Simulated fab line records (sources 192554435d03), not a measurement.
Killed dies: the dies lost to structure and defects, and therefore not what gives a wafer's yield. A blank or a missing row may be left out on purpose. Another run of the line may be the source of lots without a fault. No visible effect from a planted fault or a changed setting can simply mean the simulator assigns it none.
Chamber matching -- flow n5Finfet -- N5_BEOL_M10_ILD_DEP_00 on pecvd-01 has 3 sister chambers
The step deposits SiCOH lowk from DEMS/porogen, target thk 308.51 nm, time 58 s. 3 wafers are shown with their chamber, then 7 later ones without.

== EACH WAFER AND ITS CHAMBER ==
wafer,chamber,throttleValvePct (%)
L082.3,0,14.8
L089.4,1,16.4
L089.5,2,13.9

== WAFERS MISSING THEIR CHAMBER ==
wafer,throttleValvePct (%)
L089.6,16.2
L092.1,14.2
L092.2,16.5
L092.5,16.3
L096.1,15.1
L096.2,16.3
L096.6,14.0

== WHICH CHAMBER EACH WENT THROUGH ==
wafer,from the rows above,in truth
L089.6,1,1
L092.1,can't be placed: 2 or 0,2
L092.2,1,1
L092.5,1,1
L096.1,0,0
L096.2,1,1
L096.6,2,2
Placed correctly: 6 of 7. From these rows, 1 cannot be placed; in 1 the true chamber is one of the candidates. Number placed wrongly: 0.
How it was worked out, from the rows above alone: a wafer's distance from a chamber is the root of the sum, over the readings, of the square of ((its reading less the chamber's mean) divided by the reading's scatter). The wafer belongs to the nearest chamber; if the next one is less than 2 further off, it can't be placed. Each chamber's mean is taken over the wafers shown for it. The scatter: root of mean squared gap, hidden wafer to nearest shown wafer, with one shown wafer a chamber.
